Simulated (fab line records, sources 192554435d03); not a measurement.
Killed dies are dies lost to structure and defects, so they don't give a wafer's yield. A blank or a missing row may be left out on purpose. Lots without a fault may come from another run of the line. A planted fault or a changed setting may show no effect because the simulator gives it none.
Chamber matching | flow n5_finfet | N5_ILD0_CMP_12 on cmp-01: 4 sister chambers
The step polishes SiNx, stops on poly-Si, t overpolish 6 s, target thk 17.67 nm. 8 wafers are shown with their chamber, then 9 later ones without.

WAFERS WITH THEIR CHAMBER
wafer  | chamber | motor_current_A (A) | overpolish_run_s (s)
L083.1 | 0       | 9.4                 | 5.993
L084.4 | 1       | 8.9                 | 6.001
L085.3 | 2       | 9.6                 | 5.987
L085.4 | 0       | 10.0                | 6.007
L085.6 | 3       | 8.4                 | 5.988
L090.1 | 2       | 9.3                 | 5.992
L090.2 | 1       | 9.0                 | 6.008
L090.4 | 3       | 8.6                 | 5.992

WAFERS WITHOUT THEIR CHAMBER
wafer  | motor_current_A (A) | overpolish_run_s (s)
L091.1 | 9.8                 | 5.989
L091.2 | 8.5                 | 6.002
L091.4 | 9.3                 | 6.005
L092.1 | 8.6                 | 5.994
L092.2 | 9.7                 | 5.991
L092.6 | 9.3                 | 6.008
L097.2 | 9.0                 | 5.991
L097.5 | 9.1                 | 5.990
L097.6 | 10.1                | 5.998

WHICH CHAMBER EACH WENT THROUGH
wafer  | from the rows above               | in truth
L091.1 | can't be placed: 2 or 0           | 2
L091.2 | can't be placed: 1 or 3           | 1
L091.4 | can't be placed: 1 or 0 or 2      | 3
L092.1 | can't be placed: 3 or 1           | 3
L092.2 | can't be placed: 2 or 0           | 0
L092.6 | can't be placed: 1 or 0 or 2      | 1
L097.2 | can't be placed: 2 or 3 or 1 or 0 | 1
L097.5 | can't be placed: 2 or 3 or 1 or 0 | 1
L097.6 | can't be placed: 0 or 2           | 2
Placed correctly: 0 of 9. Can't be placed from these rows: 9 (the true chamber is among the candidates in 8). Placed wrongly: 0.
How it was worked out, from the rows above alone: a wafer's distance from a chamber is the root of the sum, over the readings, of the square of ((its reading less the chamber's mean) divided by the reading's scatter). The wafer belongs to the nearest chamber; if the next one is less than 2 further off, it can't be placed. A chamber's mean is the mean of its shown wafers. The scatter: the root of (the sum of the squares of (reading less its chamber's mean) over the shown wafers, divided by (wafers less chambers)).
